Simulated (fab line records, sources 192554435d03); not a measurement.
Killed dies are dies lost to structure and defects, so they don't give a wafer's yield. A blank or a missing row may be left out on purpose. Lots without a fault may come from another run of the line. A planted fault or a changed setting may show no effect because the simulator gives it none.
Chamber matching | flow n5_finfet | N5_BEOL_M7_STRIP_67 on rie_diel-05: 4 sister chambers
The step strips in CF4. 18 wafers are shown with their chamber, then 9 later ones without.

WAFERS WITH THEIR CHAMBER
wafer  | chamber | showerhead_plenum_p_Torr (Torr) | drypump_motor_current_A (A) | oes_product_au (a.u.)
L074.2 | 0       | 1.85                            | 5.4                         | 0.70
L074.3 | 2       | 1.77                            | 6.5                         | 0.90
L074.6 | 2       | 1.77                            | 6.5                         | 0.90
L079.1 | 1       | 1.73                            | 5.6                         | 0.76
L079.2 | 2       | 1.77                            | 6.5                         | 0.89
L079.4 | 0       | 1.84                            | 5.5                         | 0.70
L080.1 | 2       | 1.77                            | 6.5                         | 0.88
L080.3 | 1       | 1.73                            | 5.6                         | 0.76
L080.4 | 0       | 1.84                            | 5.4                         | 0.69
L082.2 | 2       | 1.77                            | 6.5                         | 0.88
L082.4 | 3       | 1.73                            | 6.3                         | 0.79
L082.6 | 3       | 1.73                            | 6.3                         | 0.80
L086.1 | 0       | 1.84                            | 5.5                         | 0.68
L086.2 | 3       | 1.73                            | 6.3                         | 0.79
L086.5 | 3       | 1.73                            | 6.3                         | 0.78
L090.3 | 3       | 1.73                            | 6.4                         | 0.77
L090.4 | 0       | 1.84                            | 5.4                         | 0.69
L090.6 | 1       | 1.73                            | 5.6                         | 0.74

SIGNATURES (means of the wafers above)
reading                  | chamber 0 | chamber 1 | chamber 2 | chamber 3 | scatter within a chamber
showerhead_plenum_p_Torr | 1.8420    | 1.7300    | 1.7700    | 1.7300    | 0.00239
drypump_motor_current_A  | 5.440     | 5.600     | 6.500     | 6.320     | 0.0378
oes_product_au           | 0.6920    | 0.7533    | 0.8900    | 0.7860    | 0.0102
Rule: a wafer's distance from a chamber is the root of the sum, over the readings, of the square of ((its reading less the chamber's mean) divided by the reading's scatter). The wafer belongs to the nearest chamber; if the next one is less than 2 further off, it can't be placed. The scatter: the root of (the sum of the squares of (reading less its chamber's mean) over the shown wafers, divided by (wafers less chambers)).

WAFERS WITHOUT THEIR CHAMBER
wafer  | showerhead_plenum_p_Torr (Torr) | drypump_motor_current_A (A) | oes_product_au (a.u.)
L091.1 | 1.76                            | 6.5                         | 0.86
L091.3 | 1.84                            | 5.5                         | 0.68
L091.4 | 1.73                            | 6.3                         | 0.77
L092.2 | 1.73                            | 6.3                         | 0.78
L092.4 | 1.76                            | 6.5                         | 0.85
L092.6 | 1.73                            | 6.3                         | 0.77
L097.1 | 1.72                            | 5.6                         | 0.74
L097.2 | 1.76                            | 6.4                         | 0.83
L097.6 | 1.72                            | 5.6                         | 0.73

WHICH CHAMBER EACH WENT THROUGH
wafer  | from the rows above | in truth
L091.1 | 2                   | 2
L091.3 | 0                   | 0
L091.4 | 3                   | 3
L092.2 | 3                   | 3
L092.4 | 2                   | 2
L092.6 | 3                   | 3
L097.1 | 1                   | 1
L097.2 | 2                   | 2
L097.6 | 1                   | 1
Placed correctly: 9 of 9. Can't be placed from these rows: 0. Placed wrongly: 0.
